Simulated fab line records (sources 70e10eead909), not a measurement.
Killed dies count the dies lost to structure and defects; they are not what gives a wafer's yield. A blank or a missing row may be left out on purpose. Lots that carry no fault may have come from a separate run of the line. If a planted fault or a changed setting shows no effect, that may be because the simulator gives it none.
A struck lot beside a sound one / flow nandHarc / 15 steps out of a route of 1159
Sound: these wafers, L866.2, L866.3, L866.5. Struck: wafer L873.4. Last of all comes the cause.
Each step with rows lists, per side, the tool, then ch with its chambers, then its first start. Under that, the readings that differ: sound wafers / struck wafers / difference of the means / sigmas: that difference in standard deviations of wafers without a fault.
alike: readings with means less than 2 such deviations apart, plus words and numbers identical on both sides. not compared: withheld readings, readings lacking a value on some wafer, bounds such as >300 that could conceal the same value, and numbers that have no deviation in the record and whose values overlap.
A row with sigmas, a row that says differs or no value, or rows on one side alone: a step with any of these is where the two part. When numbers do not overlap yet have no deviation, they are printed without sigmas and do not part them. A reading that every wafer of one side lacks parts them only if that side has two wafers or more.

first, 4 steps without rows for these wafers: NHARC_P_CONTACT_EBR_08; NHARC_P_CONTACT_EXPOSE_09 (exposes mask P CA, target cd 90 nm); NHARC_P_CONTACT_PEB_10 (peb time 65 s); NHARC_P_CONTACT_DEVELOP_11 (develop time 35 s).
NHARC_P_CONTACT_CD_MEAS_12 targets a cd of 90 nm.
  sound on cdSem-01 ch 0, day 7 14:53; struck on cdSem-03 ch 0, day 9 12:09
  alike: cdNm
NHARC_P_CONTACT_OVL_MEAS_13:
  sound on overlay-02 at day 7 14:58; struck on overlay-02 at day 9 12:14
  alike: overlayXNm, overlayYNm
NHARC_P_CONTACT_INSPECT_14:
  sound on defectInspect-02 at day 7 15:01; struck on defectInspect-01 at day 9 12:17
  alike: rawDefectCount
NHARC_P_CONTACT_DESCUM_17: chemistry O2, time 3 s.
  sound on rieDiel-01 ch 0,1,2, day 7 15:04; struck on rieDiel-01 ch 3, day 9 12:20
reading=drypumpMotorCurrentA (A); sound=4.9 5.1 5.5; struck=6.8; difference=+1.6; sigmas=+3
reading=throttleValvePct (%); sound=11.300 11.310 11.299; struck=11.323; difference=+0.020; sigmas=+2
  alike: o2FlowSccm, oesProductAu, rfVppV, showerheadPlenumPTorr
  not compared: rfHoursCounterH
NHARC_P_CONTACT_ETCH_35: etches the open film in CF4, target depth 39 nm, time 65 s.
  sound on rieDiel-01 ch 2,3, day 7 15:09; struck on rieDiel-01 ch 2, day 9 12:25
reading=throttleValvePct (%); sound=13.292 13.290 13.289; struck=13.268; difference=-0.022; sigmas=-2
  alike: drypumpMotorCurrentA, oesProductAu, rfVppV, runLengthS, showerheadPlenumPTorr
  not compared: rfHoursCounterH
NHARC_P_CONTACT_ETCH_36: etches the open film in N2/H2, target depth 260 nm, time 406.25 s.
  sound: rieDiel-01 ch 0,2,3; struck: rieDiel-01 ch 3
  alike: drypumpMotorCurrentA, oesProductAu, rfVppV, runLengthS, showerheadPlenumPTorr, throttleValvePct
  not compared: rfHoursCounterH
NHARC_P_CONTACT_ETCH_18: etches the open film in C4F8/O2/Ar, target depth 481 nm, time 240.5 s.
  sound: rieDiel-01 ch 0,1,3; struck: rieDiel-01 ch 2
reading=runLengthS (s); sound=262.6 261.8 262.4; struck=261.3; difference=-1.0; sigmas=-2
  alike: oesProductAu, rfVppV
  not compared: rfHoursCounterH
then, 1 step without rows for these wafers: NHARC_P_CONTACT_STRIP_37 (strips in C4F8/O2/Ar).
NHARC_P_CONTACT_ETCH_31: etches the open film in CH3F/O2, target depth 30 nm, time 85.7 s.
  sound on rieDiel-01 ch 2,3, day 7 15:49; struck on rieDiel-01 ch 0, day 9 13:06
reading=runLengthS (s); sound=107.2 106.8 106.6; struck=61.4; difference=-45.5; sigmas=-99 or more
  alike: drypumpMotorCurrentA, o2FlowSccm, oesProductAu, rfVppV, showerheadPlenumPTorr, throttleValvePct
  not compared: rfHoursCounterH
NHARC_P_CONTACT_CD_MEAS_19:
  sound on cdSem-03 at day 7 15:56; struck on cdSem-02 at day 9 13:13
  alike: cdNm
NHARC_END_SORT_01:
  the record has rows for the sound wafers here (prober-02 ch 0, day 20 22:19) and none for the struck ones

WHERE THEY PART
At NHARC_P_CONTACT_DESCUM_17 first; at NHARC_END_SORT_01 last (within this record only).

WHY: the cause the simulator had injected
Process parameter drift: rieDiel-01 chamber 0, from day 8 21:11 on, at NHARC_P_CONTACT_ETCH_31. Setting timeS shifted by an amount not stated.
